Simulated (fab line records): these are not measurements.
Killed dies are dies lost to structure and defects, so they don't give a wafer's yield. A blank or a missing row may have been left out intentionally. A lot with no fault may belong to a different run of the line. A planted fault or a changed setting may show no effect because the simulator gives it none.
fab line records    flow nand_harc
record lots=15  wafers=45  last_day=33
route steps=1302 shown P_GATE@148
lots that met no fault: taken from a fault-free run of the same line
start_h: hours from the record's first day to the start of the lot's first wafer shown    wait_h: time in hours since the lot's previous step    " same as the row above    L1.1+2: several wafers, shown together as one row    - no value present, or no start provided    * or withheld: withheld    < > ~ a bound
route shown NAME@n: a module of which the file shows steps, and the number in the route of the first    usual: mean/standard deviation taken from wafers without a fault    same: alike in all rows    chamber/n: place in a boat    sites: the reading at each site    _std_site: standard deviation of those values    _edge_site: outer sites' mean less inner sites'    radius_mm: for every site, how far away it sits from the centre of the wafer    mask NAME#n: copy n    behind: the most recent tool/chamber to have shaped the wafer    hold: what put the lot on hold/how long, in hours/how the hold closed    device: which transistor (n, p or np) failed to switch    end of line: at the end of the route, the tests of the same wafers    a step without rows: its recipe alone    killed: not the wafer's yield, but the dies lost to structure and defects at the first sort    map: dies across one wafer; x = killed, . = not, _ = none there
set.NAME: the setting that was run; set.NAME@STEP: the one run at that earlier step    model.NAME: the simulator's own value behind a step, which no gauge read
route steps across a sampled set of lots; one table per step, one row per wafer
services: the hour from which a tool's chamber was out of use, counted from the record's first day as start_h (under 0 if before that day), plus the number of hours and why
## steps
# step NHARC_P_GATE_ETCH_114
# recipe target_depth_a=300  overetch_a=30  time_s=16.5  ion_energy_ev=100  cf4_flow_sccm=80  o2_flow_sccm=20  ar_flow_sccm=0  rf_w=300  bias_w=100  chemistry=CF4/O2
# usual bias_w=100.0/0.3  drypump_motor_current_A=5.7/0.49  mfc_ar_sccm=0.015/0.014  oes_product_au=1.003/0.0096  rf_vpp_V=197.7/1.5  showerhead_plenum_p_Torr=1.33/0.059  throttle_valve_pct=13.396/0.0096
lot.wafer  tool         chamber  start_h  wait_h  bias_w  drypump_motor_current_A  mfc_ar_sccm  oes_product_au  rf_hours_counter_h  rf_vpp_V  showerhead_plenum_p_Torr  throttle_valve_pct
L746.4     rie_diel-07  3        -        -       99.7    5.2                      0            1.002           9                   198.9     1.43                      13.380
L746.1     "            1        "        "       99.9    6.2                      0.028        0.999           11                  198.7     1.41                      13.374
L746.5     "            3        "        "       99.4    5.2                      0            1.001           -                   198.9     1.43                      13.379
L745.3     rie_diel-03  3        -        -       100.5   6.6                      0.009        1.012           8                   199.3     1.32                      13.396
L745.1     "            0        "        "       100.4   5.2                      0.029        0.988           6                   196.6     1.28                      13.395
L745.6     "            1        "        "       100.1   4.8                      0            0.990           -                   199.1     1.28                      13.388
L747.1     rie_diel-03  0        -        -       99.8    5.1                      0.029        1.012           0                   195.9     1.28                      13.382
L747.4     "            1        "        "       100.6   4.8                      0            0.997           -                   196.3     1.28                      13.401
L747.5     "            2        "        "       99.9    5.7                      0            1.015           -                   197.8     1.26                      13.386
L749.3     rie_diel-03  3        -        -       100.1   6.6                      0.009        0.996           1                   196.8     1.32                      13.413
L749.2     "            0        "        "       100.1   5.1                      0.029        1.007           1                   196.4     1.28                      13.398
L749.5     "            2        "        "       100.1   5.7                      0            1.012           -                   196.0     1.26                      13.403
L750.1     rie_diel-07  1        -        -       99.6    6.2                      0.028        1.029           0                   198.6     1.41                      13.404
L750.3     "            2        "        "       100.0   5.9                      0.026        0.993           0                   198.1     1.38                      13.410
L750.6     "            0        "        "       100.1   5.8                      0.035        1.012           -                   199.7     1.39                      13.409
L753.4     rie_diel-07  3        -        -       100.2   5.2                      0            0.995           4                   200.8     1.43                      13.393
L753.3     "            1        "        "       100.0   6.2                      0.028        1.028           3                   198.5     1.41                      13.397
L753.6     "            3        "        "       99.8    5.2                      0            1.001           -                   200.5     1.43                      13.403
L754.3     rie_diel-05  0        -        -       100.1   5.5                      0.005        1.006           7                   196.4     1.30                      13.384
L754.1     "            1        "        "       99.6    6.3                      0.034        1.007           5                   197.2     1.33                      13.397
L754.5     "            3        "        "       99.4    6.1                      0            1.011           -                   196.7     1.28                      13.393
L755.4     rie_diel-03  2        -        -       100.4   5.7                      0            0.999           4                   195.1     1.26                      13.395
L755.2     "            3        "        "       99.6    6.6                      0.009        0.997           3                   198.7     1.32                      13.413
L755.5     "            0        "        "       100.0   5.2                      0.029        1.013           -                   196.9     1.28                      13.398
L762.3     rie_diel-05  2        -        -       99.9    6.1                      0.026        0.993           2                   198.9     1.41                      13.395
L762.2     "            3        "        "       99.9    6.1                      0            0.988           1                   196.3     1.27                      13.403
L762.6     "            0        "        "       100.0   5.5                      0.005        1.008           -                   195.5     1.30                      13.398
L763.4     rie_diel-07  0        -        -       99.8    5.8                      0.035        1.004           11                  199.9     1.39                      13.391
L763.6     "            1        "        "       100.0   6.2                      0.028        1.025           -                   199.0     1.41                      13.391
L763.5     "            2        "        "       100.0   5.9                      0.026        0.997           -                   198.3     1.37                      13.405
L764.3     rie_diel-05  2        -        -       99.9    6.1                      0.026        0.989           2                   200.4     1.41                      13.396
L764.4     "            3        "        "       99.8    6.1                      0            0.997           2                   195.4     1.27                      13.399
L764.6     "            1        "        "       99.8    6.2                      0.034        1.009           -                   197.4     1.33                      13.396
L765.1     rie_diel-03  1        -        -       100.1   4.8                      0            0.991           0                   196.2     1.28                      13.401
L765.2     "            3        "        "       99.2    6.6                      0.009        1.004           0                   196.9     1.32                      13.398
L765.4     "            0        "        "       100.7   5.2                      0.029        0.994           0                   197.4     1.28                      13.397
L766.3     rie_diel-07  0        -        -       99.8    5.8                      0.035        1.003           0                   198.7     1.39                      13.379
L766.2     "            3        "        "       100.1   5.2                      0            1.013           0                   199.0     1.43                      13.381
L766.6     "            0        "        "       100.0   5.8                      0.035        1.000           -                   197.9     1.39                      13.395
L767.2     rie_diel-03  3        -        -       100.5   6.6                      0.009        0.995           1                   197.1     1.32                      13.395
L767.4     "            2        "        "       100.4   5.7                      0            1.010           1                   196.6     1.26                      13.414
L767.5     "            0        "        "       100.0   5.2                      0.029        0.998           -                   196.0     1.28                      13.401
L768.4     rie_diel-05  0        -        -       99.9    5.5                      0.005        1.002           3                   196.4     1.30                      13.379
L768.2     "            2        "        "       99.5    6.1                      0.026        0.998           4                   200.5     1.41                      13.414
L768.5     "            3        "        "       100.4   6.1                      0            0.985           -                   198.0     1.27                      13.406
# step NHARC_P_GATE_EXPOSE_43
# recipe na=0.6  target_cd_nm=720  dose_mj=14.81  mask_id=P_NSD
# usual exposure_dose_mJ_cm2=14.808/0.017  focus_offset_nm=0.0/0.49
lot.wafer  tool            chamber  start_h  wait_h  mask     exposure_dose_mJ_cm2  focus_offset_nm
L746.1     krf_scanner-01  0        112.00   -       P_NSD#0  14.787                0.1
L746.4     "               0        "        "       P_NSD#0  14.796                -0.3
L746.5     "               0        "        "       P_NSD#0  14.810                -0.2
L745.1     krf_scanner-04  0        112.48   -       P_NSD#0  14.811                -0.6
L745.3     "               0        "        "       P_NSD#0  14.809                -0.4
L745.6     "               0        "        "       P_NSD#0  14.789                -0.4
L747.1     krf_scanner-01  0        126.32   -       P_NSD#0  14.766                0.6
L747.4     "               0        "        "       P_NSD#0  14.807                0.7
L747.5     "               0        "        "       P_NSD#0  14.801                0.6
L749.2     krf_scanner-02  0        145.97   -       P_NSD#0  14.837                -0.1
L749.3     "               0        "        "       P_NSD#0  14.814                -0.2
L749.5     "               0        "        "       P_NSD#0  14.830                -0.2
L750.1     krf_scanner-02  0        155.07   -       P_NSD#0  14.800                0.2
L750.3     "               0        "        "       P_NSD#0  14.798                0.2
L750.6     "               0        "        "       P_NSD#0  14.781                -0.6
L753.3     krf_scanner-01  -        195.18   -       P_NSD#0  -                     -
L753.4     "               -        "        "       P_NSD#0  -                     -
L753.6     "               -        "        "       P_NSD#0  -                     -
L754.1     krf_scanner-04  -        203.77   -       P_NSD#0  -                     -
L754.3     "               -        "        "       P_NSD#0  -                     -
L754.5     "               -        "        "       P_NSD#0  -                     -
L755.2     krf_scanner-04  -        213.18   -       P_NSD#0  -                     -
L755.4     "               -        "        "       P_NSD#0  -                     -
L755.5     "               -        "        "       P_NSD#0  -                     -
L762.2     krf_scanner-04  0        274.77   -       P_NSD#0  14.811                0.1
L762.3     "               0        "        "       P_NSD#0  14.813                1.0
L762.6     "               0        "        "       P_NSD#0  14.817                0.4
L763.4     krf_scanner-01  0        293.02   -       P_NSD#0  14.813                -0.9
L763.5     "               0        "        "       P_NSD#0  14.793                -0.6
L763.6     "               0        "        "       P_NSD#0  14.791                -0.1
L764.3     krf_scanner-01  0        297.04   -       P_NSD#0  14.773                0.2
L764.4     "               0        "        "       P_NSD#0  14.801                0.0
L764.6     "               0        "        "       P_NSD#0  14.804                0.2
L765.1     krf_scanner-04  0        308.81   -       P_NSD#0  14.801                0.1
L765.2     "               0        "        "       P_NSD#0  14.792                0.4
L765.4     "               0        "        "       P_NSD#0  14.777                1.2
L766.2     krf_scanner-01  0        317.03   -       P_NSD#0  14.812                -0.4
L766.3     "               0        "        "       P_NSD#0  14.802                -0.4
L766.6     "               0        "        "       P_NSD#0  14.814                -0.1
L767.2     krf_scanner-01  0        329.19   -       P_NSD#0  14.794                0.1
L767.4     "               0        "        "       P_NSD#0  14.809                0.2
L767.5     "               0        "        "       P_NSD#0  14.808                0.8
L768.2     krf_scanner-01  0        333.75   -       P_NSD#0  14.807                -0.3
L768.4     "               0        "        "       P_NSD#0  14.786                -1.1
L768.5     "               0        "        "       P_NSD#0  14.795                0.3
# step NHARC_P_GATE_STRIP_111
# recipe power_w=1500  temp_c=110  time_s=250  chemistry=N2/H2
# usual drypump_motor_current_A=5.7/0.55  heater_power_w=95/9.5
lot.wafer  tool             chamber  start_h  wait_h  drypump_motor_current_A  heater_power_w  rf_hours_counter_h
L746.1     plasma_asher-02  0        112.73   0.2     6.2                      101             7
L746.4     "                1        "        "       5.3                      108             -
L746.5     "                0        "        "       6.2                      98              -
L745.1     plasma_asher-02  1        113.21   0.2     5.3                      104             8
L745.3     "                0        "        "       6.2                      104             -
L745.6     "                0        "        "       6.2                      100             -
L747.1     plasma_asher-02  0        127.00   0.2     6.2                      98              11
L747.4     "                1        "        "       5.3                      106             -
L747.5     "                1        "        "       5.3                      106             -
L749.2     plasma_asher-01  1        146.74   0.2     5.0                      87              32
L749.3     "                1        "        "       5.1                      86              -
L749.5     "                0        "        "       6.3                      88              -
L750.1     plasma_asher-02  1        159.14   0.2     5.3                      107             17
L750.3     "                1        "        "       5.3                      104             -
L750.6     "                0        "        "       6.3                      102             -
L753.3     plasma_asher-01  0        195.96   0.2     6.3                      88              -
L753.4     "                1        "        "       5.1                      83              -
L753.6     "                1        "        "       5.1                      84              -
L754.1     plasma_asher-02  1        204.45   0.2     5.3                      109             29
L754.3     "                0        "        "       6.2                      103             -
L754.5     "                1        "        "       5.3                      107             -
L755.2     plasma_asher-02  0        213.91   0.2     6.2                      102             30
L755.4     "                0        "        "       6.2                      98              -
L755.5     "                0        "        "       6.2                      102             -
L762.2     plasma_asher-01  1        275.51   0.2     5.1                      83              21
L762.3     "                0        "        "       6.3                      88              -
L762.6     "                1        "        "       5.1                      84              -
L763.4     plasma_asher-01  0        293.84   0.3     6.3                      89              -
L763.6     "                1        "        "       5.1                      85              -
L763.5     "                0        "        "       6.3                      88              -
L764.4     plasma_asher-01  1        297.84   0.2     5.1                      84              -
L764.3     "                0        "        "       6.3                      88              -
L764.6     "                0        "        "       6.3                      87              -
L765.2     plasma_asher-01  1        309.49   0.2     5.1                      86              26
L765.1     "                0        "        "       6.3                      88              26
L765.4     "                0        "        "       6.3                      89              -
L766.2     plasma_asher-01  1        317.71   0.2     5.1                      84              28
L766.3     "                1        "        "       5.1                      85              -
L766.6     "                1        "        "       5.0                      85              -
L767.2     plasma_asher-01  1        329.86   0.2     5.0                      85              29
L767.4     "                1        "        "       5.0                      83              -
L767.5     "                0        "        "       6.3                      90              -
L768.2     plasma_asher-02  0        334.48   0.2     6.2                      98              14
L768.4     "                0        "        "       6.2                      95              -
L768.5     "                1        "        "       5.3                      114             -
# step NHARC_P_GATE_DESCUM_61
# recipe time_s=3  o2_flow_sccm=200  ar_flow_sccm=0  bias_power_w=0  chemistry=O2
# usual drypump_motor_current_A=5.8/0.47  mfc_ar_sccm=0.016/0.014  oes_product_au=1.001/0.0099  rf_vpp_V=57.8/0.91  showerhead_plenum_p_Torr=1.92/0.085  throttle_valve_pct=11.311/0.0094
# same bias_power_w=0
lot.wafer  tool         chamber  start_h  wait_h  drypump_motor_current_A  mfc_ar_sccm  oes_product_au  rf_hours_counter_h  rf_vpp_V  showerhead_plenum_p_Torr  throttle_valve_pct
L746.1     rie_diel-03  0        113.96   -       5.2                      0.029        1.008           0                   58.9      1.83                      11.308
L746.4     "            2        "        "       5.7                      0            1.001           -                   58.3      1.80                      11.314
L746.5     "            1        "        "       4.9                      0            1.004           -                   56.6      1.83                      11.314
L745.3     rie_diel-07  3        114.56   -       5.2                      0            0.997           10.2                59.0      2.05                      11.331
L745.1     "            0        "        "       5.8                      0.035        0.999           11.2                57.8      2.00                      11.307
L745.6     "            2        "        "       5.8                      0.026        0.987           -                   58.0      1.97                      11.313
L747.1     rie_diel-05  1        128.40   -       6.3                      0.034        1.008           3.2                 58.1      1.91                      11.323
L747.4     "            2        "        "       6.1                      0.026        0.990           2.7                 58.7      2.03                      11.323
L747.5     "            1        "        "       6.2                      0.034        1.011           -                   59.2      1.90                      11.307
L749.2     rie_diel-03  2        148.09   -       5.7                      0            1.014           2.3                 55.2      1.80                      11.295
L749.3     "            0        "        "       5.2                      0.029        1.012           1.6                 56.4      1.83                      11.315
L749.5     "            1        "        "       4.9                      0            0.976           -                   58.3      1.83                      11.317
L750.3     rie_diel-05  1        160.55   -       6.2                      0.034        0.996           4.5                 56.8      1.90                      11.312
L750.1     "            3        "        "       6.1                      0            0.996           4.2                 56.9      1.83                      11.309
L750.6     "            2        "        "       6.1                      0.026        0.993           -                   58.4      2.03                      11.312
L753.3     rie_diel-03  0        197.13   -       5.2                      0.029        1.012           2.3                 56.8      1.83                      11.314
L753.4     "            1        "        "       4.8                      0            0.992           2.8                 58.5      1.83                      11.301
L753.6     "            3        "        "       6.6                      0.009        0.988           -                   57.8      1.89                      11.319
L754.1     rie_diel-03  0        205.71   -       5.2                      0.029        1.014           2.6                 56.4      1.83                      11.305
L754.3     "            1        "        "       4.9                      0            1.005           3.1                 56.9      1.83                      11.311
L754.5     "            1        "        "       4.8                      0            1.005           -                   58.2      1.83                      11.312
L755.2     rie_diel-05  3        215.29   -       6.1                      0            1.002           8.8                 57.1      1.82                      11.311
L755.4     "            0        "        "       5.5                      0.005        1.000           9.6                 57.1      1.87                      11.319
L755.5     "            0        "        "       5.5                      0.005        0.996           -                   57.0      1.86                      11.299
L762.2     rie_diel-05  1        276.87   -       6.3                      0.034        1.008           1.7                 57.4      1.90                      11.299
L762.3     "            2        "        "       6.1                      0.026        0.985           1.6                 58.1      2.02                      11.324
L762.6     "            3        "        "       6.1                      0            0.986           -                   59.1      1.82                      11.318
L763.4     rie_diel-05  1        294.99   -       6.3                      0.034        1.013           -                   57.2      1.90                      11.318
L763.5     "            2        "        "       6.1                      0.026        1.001           -                   58.1      2.02                      11.314
L763.6     "            3        "        "       6.1                      0            0.996           -                   57.0      1.82                      11.312
L764.3     rie_diel-05  1        299.12   -       6.3                      0.034        1.016           2.5                 57.9      1.90                      11.309
L764.4     "            1        "        "       6.3                      0.034        1.013           -                   57.7      1.90                      11.295
L764.6     "            2        "        "       6.1                      0.026        0.991           -                   58.5      2.02                      11.302
L765.4     rie_diel-05  2        310.87   -       6.1                      0.026        0.998           2.6                 58.3      2.02                      11.318
L765.1     "            3        "        "       6.1                      0            0.982           2.3                 57.4      1.82                      11.313
L765.2     "            1        "        "       6.3                      0.034        1.019           2.7                 58.5      1.90                      11.310
L766.3     rie_diel-07  3        318.97   -       5.2                      0            1.004           0.8                 56.0      2.05                      11.303
L766.2     "            1        "        "       6.2                      0.028        1.006           0.5                 58.2      2.02                      11.306
L766.6     "            3        "        "       5.2                      0            1.002           -                   59.3      2.05                      11.310
L767.2     rie_diel-03  2        331.27   -       5.7                      0            1.017           1.6                 56.9      1.80                      11.325
L767.4     "            0        "        "       5.2                      0.029        1.002           1.8                 58.0      1.83                      11.315
L767.5     "            1        "        "       4.8                      0            0.997           -                   56.9      1.83                      11.323
L768.2     rie_diel-07  3        335.81   -       5.2                      0            0.998           1.4                 57.8      2.05                      11.302
L768.4     "            0        "        "       5.8                      0.035        1.007           1.1                 59.7      2.00                      11.325
L768.5     "            3        "        "       5.2                      0            1.005           -                   58.5      2.05                      11.298
## services
tool             chamber  start_h  hours  kind
krf_scanner-02   -        94.00    4.0    pm
rie_diel-03      -        104.30   9.0    pm
rie_diel-07      -        117.20   9.0    pm
krf_scanner-01   -        140.01   4.0    pm
plasma_asher-01  -        156.53   3.6    repair
rie_diel-03      -        159.69   21.3   repair
rie_diel-05      1        161.60   3.1    repair
plasma_asher-01  -        165.00   9.0    pm
krf_scanner-04   -        167.78   2.4    repair
rie_diel-05      -        172.19   4.8    repair
krf_scanner-04   -        182.00   4.0    pm
rie_diel-03      2        202.87   11.6   repair
krf_scanner-04   -        209.80   0.4    repair
rie_diel-05      -        229.60   9.0    pm
plasma_asher-02  -        249.05   9.0    pm
rie_diel-07      1        256.65   3.3    repair
rie_diel-03      0        269.32   4.4    repair
krf_scanner-01   -        276.09   1.0    repair
rie_diel-03      -        281.30   9.0    pm
rie_diel-07      -        294.20   9.0    pm
rie_diel-05      0        294.30   8.2    repair
krf_scanner-01   -        312.01   4.0    pm
rie_diel-03      0        324.13   2.9    repair
krf_scanner-04   -        333.92   0.4    repair
## key
first_sign step=NHARC_P_GATE_EXPOSE_43  reading=tool_record  direction=missing
effect none on later readings
met_at NHARC_P_GATE_EXPOSE_43
struck_lots L753,L754,L755
later_rows_left_out L753.3,L753.4,L753.6,L754.1,L754.3,L754.5,L755.2,L755.4,L755.5
sort_left_out L753.3,L753.4,L753.6,L754.1,L754.3,L754.5,L755.2,L755.4,L755.5
tester_left_out L753,L754,L755
not_acting_at NHARC_P_GATE_ETCH_114,NHARC_P_GATE_STRIP_111,NHARC_P_GATE_DESCUM_61
onset_between 126.32 195.18
fault kind=skipped_step_whole  tool=krf_scanner-01,krf_scanner-04  chamber=-  onset_h=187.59  steps=NHARC_P_GATE_EXPOSE_43  scope=struck_lots_only
# tester_left_out: of these lots the tester's yield and bins aren't shown, on N5 and GAA mostly nor the transistor test; their killed dies are dies lost to structure and defects alone, not to doping, threshold or leakage, so they don't give the yield
# sort_left_out: the simulated sort isn't trusted on such a fault, so these wafers' sort isn't shown, and their yield isn't known
# later_rows_left_out: the simulator's readings of these wafers behind a module that went badly wrong aren't trusted and aren't shown, but for the sort
